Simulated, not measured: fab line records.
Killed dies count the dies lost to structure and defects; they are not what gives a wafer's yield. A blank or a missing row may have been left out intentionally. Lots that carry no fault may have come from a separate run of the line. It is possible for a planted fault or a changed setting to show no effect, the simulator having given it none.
fab line records | flow nand-harc
[record] lots = 13 wafers = 39 last-day = 24
route steps=1159 shown A_ONON_D1@439 A_CHANNEL_HOLE_D1@451 END@1159
lots that met no fault: taken from a fault-free run of the same line
start-h: hours from the record's first day to the start of the lot's first wafer shown | wait-h: hours since the lot's step before | " the same as in the row above | L1.1+2: a row that stands for several wafers | - no value, or no start was given | * or withheld: withheld | < > ~ a bound
route shown NAME@n: names a module that has steps shown in the file, with the first one's number in the route | usual: the fault-free wafers' mean and standard deviation | same: alike in all rows | chamber/n: place in a boat | sites: the reading at each site | _std_site: standard deviation of those values | _edge_site: outer sites' mean less inner sites' | radius-mm: for every site, how far away it sits from the centre of the wafer | mask NAME#n: copy n | behind: tool/chamber where the wafer was last shaped | hold: what put the lot on hold/how long, in hours/how the hold closed | device: transistor that didn't switch, given as n, p or np | end of line: the route-end tests of the same wafers | step lacking rows: just its recipe | killed: count of dies lost to structure and defects at first sort (not the wafer's yield) | map: the dies of a wafer, with x for killed, . for not killed, _ for no die there
set.NAME: the setting that was run; set.NAME@STEP: the one run at that earlier step | model.NAME: the simulator's own value behind a step, which no gauge read
one table for each step of the route and one row for each wafer, over a sample of lots
services: when a tool's chamber went out of use (start-h, in hours from the record's first day, below 0 if earlier), for how many hours, and the reason
[[steps]]
[step NHARC_A_ONON_D1_THK_MEAS_21]
[recipe] thk-meas-gauge = ellipsometry
[usual] thk-nm = 997/10
// columns lot.wafer tool chamber start-h wait-h thk-nm
L220.1 film-metro-02 - 167.78 - 989
L220.2 " - " " 992
L220.6 " - " " 990
L221.4 film-metro-01 - 173.18 - 998
L221.5 " - " " 998
L221.6 " - " " 1000
L223.1 film-metro-02 - 194.22 - 998
L223.5 " - " " 994
L223.6 " - " " 997
L224.2 film-metro-01 - 194.22 - 997
L224.3 " - " " 998
L224.4 " - " " 998
L225.1 film-metro-01 - 199.25 - 1001
L225.3 " - " " 998
L225.4 " - " " 999
L226.3 film-metro-02 - 199.25 - 1009
L226.5 " - " " 1008
L226.6 " - " " 1008
L227.2 film-metro-02 - 210.01 - 993
L227.4 " - " " 992
L227.5 " - " " 993
L234.4 film-metro-02 - 249.79 - 994
L234.5 " - " " 993
L234.6 " - " " 992
L232.1 film-metro-02 - 258.86 - 997
L232.4 " - " " 996
L232.5 " - " " 995
L233.1 film-metro-02 - 265.50 - 1014
L233.2 " - " " 1013
L233.4 " - " " 1014
L239.3 film-metro-02 - 281.10 - 978
L239.5 " - " " 977
L239.6 " - " " 976
L241.3 film-metro-02 - 281.12 - 1005
L241.5 " - " " 1005
L241.6 " - " " 1004
L240.1 film-metro-01 - 286.65 - 997
L240.2 " - " " 997
L240.6 " - " " 999
[step NHARC_A_ONON_D1_THK_MEAS_24]
[recipe] thk-meas-gauge = ellipsometry
[usual] thk-nm = 997/8.6
// columns lot.wafer tool chamber start-h wait-h thk-nm
L220.1 film-metro-02 - 168.37 - 1002
L220.2 " - " " 1002
L220.6 " - " " 1000
L221.4 film-metro-01 - 173.74 - 991
L221.5 " - " " 992
L221.6 " - " " 990
L223.1 film-metro-01 - 194.78 - 1008
L223.5 " - " " 1007
L223.6 " - " " 1007
L224.2 film-metro-02 - 194.81 - 999
L224.3 " - " " 1000
L224.4 " - " " 999
L225.1 film-metro-01 - 199.82 - 994
L225.3 " - " " 995
L225.4 " - " " 995
L226.3 film-metro-02 - 199.82 - 1001
L226.5 " - " " 999
L226.6 " - " " 999
L227.2 film-metro-02 - 210.57 - 981
L227.4 " - " " 981
L227.5 " - " " 979
L234.4 film-metro-01 - 250.36 - 1005
L234.5 " - " " 1004
L234.6 " - " " 1006
L232.1 film-metro-01 - 259.42 - 989
L232.4 " - " " 989
L232.5 " - " " 990
L233.1 film-metro-02 - 266.06 - 997
L233.2 " - " " 998
L233.4 " - " " 997
L239.3 film-metro-01 - 281.66 - 1013
L239.5 " - " " 1012
L239.6 " - " " 1012
L241.3 film-metro-01 - 281.69 - 1014
L241.5 " - " " 1013
L241.6 " - " " 1012
L240.1 film-metro-01 - 287.21 - 989
L240.2 " - " " 991
L240.6 " - " " 991
[step NHARC_A_ONON_D1_DEP_28]
[recipe] target-thk-a = 10000 n2-flow-sccm = 2750 n2o-flow-sccm = 2000 nh3-flow-sccm = 500 sih4-flow-sccm = 210 temp-c = 400
[usual] n2o-flow-sccm = 1999/6
// columns lot.wafer tool chamber start-h wait-h n2o-flow-sccm
L220.1 pecvd-onon-02 0 169.00 0.1 1996
L220.2 " 0 " " 2006
L220.6 " 0 " " 2004
L221.4 pecvd-onon-03 0 174.54 0.2 1998
L221.5 " 0 " " 1996
L221.6 " 0 " " 1998
L223.1 pecvd-onon-04 0 195.42 0.1 2006
L223.5 " 0 " " 1995
L223.6 " 0 " " 1995
L224.2 pecvd-onon-02 0 195.50 0.1 1999
L224.3 " 0 " " 2002
L224.4 " 0 " " 1998
L225.1 pecvd-onon-03 0 200.44 0.1 2003
L225.3 " 0 " " 1996
L225.4 " 0 " " 1996
L226.3 pecvd-onon-04 0 200.56 0.2 2006
L226.5 " 0 " " 2013
L226.6 " 0 " " 2005
L227.2 pecvd-onon-02 0 211.25 0.1 2006
L227.4 " 0 " " 1998
L227.5 " 0 " " 1992
L234.4 pecvd-onon-04 0 251.15 0.2 1988
L234.5 " 0 " " 1990
L234.6 " 0 " " 1996
L232.1 pecvd-onon-02 0 260.04 0.1 1995
L232.4 " 0 " " 1989
L232.5 " 0 " " 1993
L233.1 pecvd-onon-04 0 266.71 0.1 2014
L233.2 " 0 " " 2006
L233.4 " 0 " " 2012
L239.3 pecvd-onon-03 0 282.40 0.2 1997
L239.5 " 0 " " 1994
L239.6 " 0 " " 1999
L241.3 pecvd-onon-02 0 282.44 0.2 2002
L241.5 " 0 " " 2002
L241.6 " 0 " " 2008
L240.1 pecvd-onon-03 0 287.83 0.1 1979
L240.2 " 0 " " 1995
L240.6 " 0 " " 1988
[step NHARC_A_ONON_D1_THK_MEAS_30]
[recipe] thk-meas-gauge = ellipsometry
[usual] thk-nm = 999/9.4
// columns lot.wafer tool chamber start-h wait-h thk-nm
L220.1 film-metro-02 - 169.51 - 992
L220.2 " - " " 993
L220.6 " - " " 994
L221.4 film-metro-01 - 174.88 - 1003
L221.5 " - " " 1003
L221.6 " - " " 1003
L223.1 film-metro-02 - 195.94 - 1002
L223.5 " - " " 1004
L223.6 " - " " 1003
L224.2 film-metro-01 - 195.96 - 984
L224.3 " - " " 984
L224.4 " - " " 987
L225.1 film-metro-02 - 200.95 - 1016
L225.3 " - " " 1019
L225.4 " - " " 1018
L226.3 film-metro-01 - 200.96 - 1001
L226.5 " - " " 1001
L226.6 " - " " 1001
L227.2 film-metro-01 - 211.70 - 1004
L227.4 " - " " 1005
L227.5 " - " " 1004
L234.4 film-metro-01 - 251.49 - 1013
L234.5 " - " " 1013
L234.6 " - " " 1571
L232.1 film-metro-02 - 260.55 - 995
L232.4 " - " " 995
L232.5 " - " " 996
L233.1 film-metro-01 - 267.22 - 989
L233.2 " - " " 1546
L233.4 " - " " 991
L239.3 film-metro-02 - 282.79 - 1006
L239.5 " - " " 1006
L239.6 " - " " 1006
L241.3 film-metro-01 - 282.86 - 1010
L241.5 " - " " 1009
L241.6 " - " " 1009
L240.1 film-metro-02 - 288.35 - 1013
L240.2 " - " " 1013
L240.6 " - " " 1012
[step NHARC_A_CHANNEL_HOLE_D1_DEP_01]
[recipe] target-thk-a = 1400 target-thk-nm = 140 temp-c = 400 pressure-torr = 3.5 flow-sccm = 200 rf-w = 350 material = SiON
[usual] heater-power-w = 750/100 showerhead-vpp-V = 1154/65
// columns lot.wafer tool chamber start-h wait-h heater-power-w showerhead-vpp-V since-wet-clean-h
L220.2 pecvd-04 2 174.65 1.3 833 1135 147
L220.1 " 0 " " 726 1132 147
L220.6 " 2 " " 834 1159 -
L221.6 pecvd-03 0 181.49 0.1 842 1116 -
L221.4 " 1 " " 633 1261 -
L221.5 " 2 " " 555 1115 -
L224.3 pecvd-01 2 198.95 1.0 686 1279 130
L224.2 " 0 " " 924 1166 130
L224.4 " 2 " " 696 1244 -
L223.1 pecvd-03 2 198.96 1.6 630 1094 75
L223.5 " 2 " " 628 1101 -
L223.6 " 1 " " 670 1278 -
L225.3 pecvd-03 0 203.48 1.0 923 1115 79
L225.1 " 2 " " 585 1100 79
L225.4 " 1 " " 628 1271 -
L226.3 pecvd-01 1 203.54 1.0 720 1091 135
L226.5 " 0 " " 772 1196 -
L226.6 " 1 " " 743 1091 -
L227.2 pecvd-01 0 214.29 1.4 886 1184 145
L227.5 " 1 " " 714 1073 -
L227.4 " 2 " " 797 1249 -
L234.5 pecvd-01 2 255.92 0.5 691 1264 -
L234.4 " 0 " " 879 1181 -
L232.1 pecvd-04 1 263.42 1.6 749 1123 55
L232.4 " 2 " " 798 1155 -
L232.5 " 0 " " 634 1106 -
L233.1 pecvd-01 1 270.34 1.6 660 1084 20
L233.4 " 1 " " 685 1086 -
L239.3 pecvd-03 2 286.46 1.0 528 1089 162
L239.6 " 2 " " 519 1088 -
L239.5 " 0 " " 851 1095 -
L241.3 pecvd-04 1 286.72 1.0 667 1117 78
L241.5 " 1 " " 675 1124 -
L241.6 " 2 " " 808 1144 -
L240.1 pecvd-01 1 291.89 1.6 670 1093 42
L240.2 " 0 " " 908 1176 42
L240.6 " 1 " " 698 1082 -
[step NHARC_END_SORT_01]
[recipe] temp-c = 25
[usual] killed-at-array = 28/11 killed-at-other = 0.5/0.85 killed-at-periphery = 2.7/1.9 killed-dies = 32/12 killed-open = 3.3/1.6 killed-short = 2.1/1.5
[same] gross-dies = 677
// columns lot.wafer tool chamber start-h wait-h killed-at-array killed-at-other killed-at-periphery killed-dies killed-open killed-short
L234.4 prober-02 0 515.32 3.4 44 0 4 48 5 1
L234.5 prober-02 0 516.11 3.7 45 1 3 49 5 4
L234.6 prober-02 0 516.90 3.9 675 0 2 677 2 3
L233.1 prober-01 0 548.41 2.5 51 0 4 55 6 2
L233.2 prober-01 0 549.21 2.8 675 0 2 677 4 1
L233.4 prober-01 0 550.81 3.4 32 1 2 35 2 4
// killed by level:class
L234.4 A_CHANNEL_HOLE_D1:chamber-film-flake=14 A_STAIRCASE:chamber-film-flake=12 A_SLIT:chamber-film-flake=11 P_M0:geometric-particle:open=2 A_ZERO_WELL:chamber-film-flake=2 P_CONTACT:geometric-particle:short=1 A_SOURCE_PLATE:geometric-particle:open=1 A_ONON_D1:geometric-particle:open=1
L234.5 A_CHANNEL_HOLE_D1:chamber-film-flake=15 A_SLIT:chamber-film-flake=13 A_STAIRCASE:chamber-film-flake=6 A_CONTACT:geometric-particle:open=2 P_CONTACT:geometric-particle:open=1 P_M0:geometric-particle:open=1 A_ONON_D1:geometric-particle:short=1 A_CHANNEL_HOLE_D1:geometric-particle:short=1
L234.6 A_ONON_D1:area-dep=627 A_SLIT:chamber-film-flake=13 A_CHANNEL_HOLE_D1:chamber-film-flake=12 A_STAIRCASE:chamber-film-flake=7 A_CONTACT:chamber-film-flake=6 A_CHANNEL_FILL_D1:chamber-film-flake=3 A_SOURCE_PLATE:geometric-particle:short=1 A_ONON_D1:geometric-particle:open=1
L233.1 A_SLIT:chamber-film-flake=24 A_CHANNEL_HOLE_D1:chamber-film-flake=16 A_WL_FILL:geometric-particle:open=3 A_STAIRCASE:chamber-film-flake=3 P_CONTACT:geometric-particle:short=1 P_M0:geometric-particle:open=1 A_ONON_D1:geometric-particle:short=1 A_CONTACT:geometric-particle:open=1
L233.2 A_ONON_D1:area-dep=633 A_SLIT:chamber-film-flake=20 A_CHANNEL_HOLE_D1:chamber-film-flake=10 A_STAIRCASE:chamber-film-flake=4 A_CONTACT:geometric-particle:open=2 A_CHANNEL_FILL_D1:chamber-film-flake=2 A_CONTACT:chamber-film-flake=2 P_M0:geometric-particle:open=1
L233.4 A_SLIT:chamber-film-flake=14 A_CHANNEL_HOLE_D1:chamber-film-flake=8 A_STAIRCASE:chamber-film-flake=4 P_STI:geometric-particle:short=1 A_WL_FILL:geometric-particle:open=1 A_CONTACT:geometric-particle:open=1 A_CONTACT:geometric-particle:short=1 A_M0:geometric-particle:short=1
[[services]]
// columns tool chamber start-h hours kind
pecvd-04 0 151.19 3.4 repair
pecvd-onon-03 - 153.05 13.0 pm
pecvd-04 - 155.90 1.0 repair
pecvd-01 2 177.05 2.4 repair
pecvd-04 - 195.28 13.0 pm
pecvd-04 0 195.28 13.0 vent-cycle
pecvd-04 1 195.28 13.0 vent-cycle
pecvd-04 2 195.28 13.0 vent-cycle
pecvd-04 0 208.28 - clean
pecvd-04 1 208.28 - clean
pecvd-04 2 208.28 - clean
pecvd-03 1 221.16 8.3 repair
pecvd-04 1 227.64 5.6 repair
pecvd-01 - 237.00 13.0 pm
pecvd-01 0 237.00 13.0 vent-cycle
pecvd-01 1 237.00 13.0 vent-cycle
pecvd-01 2 237.00 13.0 vent-cycle
pecvd-onon-04 - 237.00 13.0 pm
pecvd-01 0 250.00 - clean
pecvd-01 1 250.00 - clean
pecvd-01 2 250.00 - clean
pecvd-03 - 264.44 0.4 repair
[[key]]
[first-sign] step = NHARC_A_ONON_D1_THK_MEAS_30 reading = thk-nm direction = up sigmas = 59 usual = 999 struck = 1558
[effect] step = NHARC_END_SORT_01 reading = killed-at-array direction = up sigmas = 57 usual = 28 struck = 675
[more-kills-born-at] NHARC_A_ONON_D1_DEP_28@pecvd-onon-04 = 1260
met-at NHARC_A_ONON_D1_DEP_28
struck-lots L233,L234
struck-wafers L233.2,L234.6
later-rows-left-out L233.2,L234.6
tester-left-out L233,L234
not-acting-at NHARC_A_ONON_D1_THK_MEAS_21,NHARC_A_ONON_D1_THK_MEAS_24,NHARC_A_CHANNEL_HOLE_D1_DEP_01
onset-between 200.56 251.15
[fault] kind = process-parameter-drift tool = pecvd-onon-04 chamber = - onset-h = 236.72 steps = NHARC_A_ONON_D1_DEP_28 channel = target-thk-a offset = * shape = step end-h = 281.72 scope = struck-wafers-only acts-in = * stated = *
// tester-left-out: of these lots the tester's yield and bins aren't shown, on N5 and GAA mostly nor the transistor test; their killed dies are dies lost to structure and defects alone, not to doping, threshold or leakage, so they don't give the yield
// later-rows-left-out: the simulator's readings of these wafers behind a module that went badly wrong aren't trusted and aren't shown, but for the sort
